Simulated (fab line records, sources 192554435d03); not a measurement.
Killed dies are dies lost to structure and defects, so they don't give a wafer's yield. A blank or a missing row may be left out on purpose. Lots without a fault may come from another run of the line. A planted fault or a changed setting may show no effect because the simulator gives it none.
Which tool did it? | flow n5_finfet | 12 lots, 36 wafers sampled, at 1 step of a route of 1938

WHAT THE GAUGES READ, wafer by wafer
N5_BEOL_M12_INSPECT_12: inspects for defects (macro).
lot  | measured     | on                | raw_defect_count
L074 | day 10 10:55 | defect_inspect-01 | 1 3 3
L075 | day 11 00:40 | defect_inspect-02 | 1 1 3
L079 | day 11 20:01 | defect_inspect-02 | 2 1 1
L082 | day 12 13:50 | defect_inspect-01 | 1 0 1
L084 | day 13 05:32 | defect_inspect-02 | 4 5 2
L086 | day 13 13:16 | defect_inspect-01 | 2 2 2
L088 | day 13 22:15 | defect_inspect-02 | 3 3 4
L089 | day 14 09:19 | defect_inspect-02 | 0 5 2
L090 | day 15 01:43 | defect_inspect-02 | 2 1 2
L093 | day 15 20:05 | defect_inspect-01 | 0 0 1
L094 | day 16 06:09 | defect_inspect-02 | 0 1 3
L097 | day 17 02:01 | defect_inspect-02 | 0 0 1

WHICH TOOL RAN EACH LOT (tool, then ch and the chambers of the sampled wafers, then the start)
The record holds no process step before these readings.

THE ANSWER, worked out from the rows above alone
Rule: what is usual is taken from the lots themselves. Put in order of their means at a reading, lots are off if they are a third of the lots or fewer, leave a main group of 4 or more, and stand apart from it by a gap of 3 or more times the standard deviation of the main group's means; of several such gaps the widest counts. A main group whose means are all the same, to the digits that the tables above print for the reading, isn't used. A lot without any number at a reading at which 4 lots or more have one is off too. The other lots that the step has rows for count as sound.
No lot is off at any reading shown: from this, nothing can be told.

WHAT THE SIMULATOR HAD PUT IN
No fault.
